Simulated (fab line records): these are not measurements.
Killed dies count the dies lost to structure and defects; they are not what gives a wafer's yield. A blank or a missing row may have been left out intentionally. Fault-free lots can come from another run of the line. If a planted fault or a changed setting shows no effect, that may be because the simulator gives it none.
Which of the tools did it? + flow nandHarc + Sampling: 12 lots, 36 wafers, 2 of 1302 route steps

== WHAT EACH GAUGE READ, for each wafer ==
NHARC_P_GATE_CD_MEAS_46 targets a cd of 720 nm.
| lot  | measured     | on       | cdNm (nm)         |
|------|--------------|----------|-------------------|
| L075 | day 6 00:35  | cdSem-01 | 719.4 721.1 719.4 |
| L077 | day 6 15:16  | cdSem-02 | 719.7 720.9 720.5 |
| L079 | day 7 14:38  | cdSem-03 | 722.8 721.8 719.9 |
| L081 | day 8 10:02  | cdSem-03 | 719.4 718.8 718.3 |
| L083 | day 9 03:34  | cdSem-02 | 719.4 718.7 719.4 |
| L085 | day 10 05:29 | cdSem-02 | 718.3 717.9 717.5 |
| L087 | day 11 19:56 | cdSem-02 | 719.1 718.5 720.2 |
| L089 | day 11 14:06 | cdSem-02 | 720.6 719.8 721.3 |
| L091 | day 12 17:26 | cdSem-02 | 718.0 719.6 720.7 |
| L093 | day 13 18:34 | cdSem-02 | 719.8 720.3 722.1 |
| L095 | day 14 14:23 | cdSem-02 | 717.9 719.2 719.7 |
| L097 | day 14 23:52 | cdSem-01 | 717.9 717.5 718.7 |

== TOOL THAT RAN EACH LOT (tool first, then ch and the chambers of the sampled wafers, then the start) ==
| lot  | NHARC_P_STI_ETCH_15             |
|------|---------------------------------|
| L075 | rieSi-04 ch 0,1,3, day 3 05:53  |
| L077 | rieSi-04 ch 0,3, day 4 02:18    |
| L079 | rieSi-06 ch 0,1,3, day 4 22:58  |
| L081 | rieSi-01 ch 0,1,2, day 5 17:35  |
| L083 | rieSi-04 ch 0,1,3, day 6 12:40  |
| L085 | rieSi-04 ch 0,1,2, day 7 12:58  |
| L087 | rieSi-06 ch 0,2,3, day 8 12:19  |
| L089 | rieSi-04 ch 0,1,2, day 9 02:47  |
| L091 | rieSi-06 ch 1,2,3, day 9 22:49  |
| L093 | rieSi-01 ch 1,2,3, day 10 21:01 |
| L095 | rieSi-04 ch 0,2,3, day 11 17:58 |
| L097 | rieSi-06 ch 0,1, day 12 08:31   |
- NHARC_P_STI_ETCH_15: etches the open film in HBr/Cl2, target depth 300 nm, time 100.1 s.

== THE ANSWER, worked out from the rows above alone ==
Rule: what is usual is taken from the lots themselves. The widest of any qualifying gaps counts: lots, ordered by their means at a reading, are off when they make up no more than a third of the lots, leave a main group of 4 or more, and stand apart from it by 3 or more times the standard deviation of that group's means. Not used: any main group whose means are identical at the precision the tables above print for the reading. Also off: a lot with no number at a reading for which 4 or more lots have one. All remaining lots with rows at the step are treated as sound.
No lot is off on any of the readings shown, so nothing can be concluded from this.

== WHAT WAS PUT IN BY THE SIMULATOR ==
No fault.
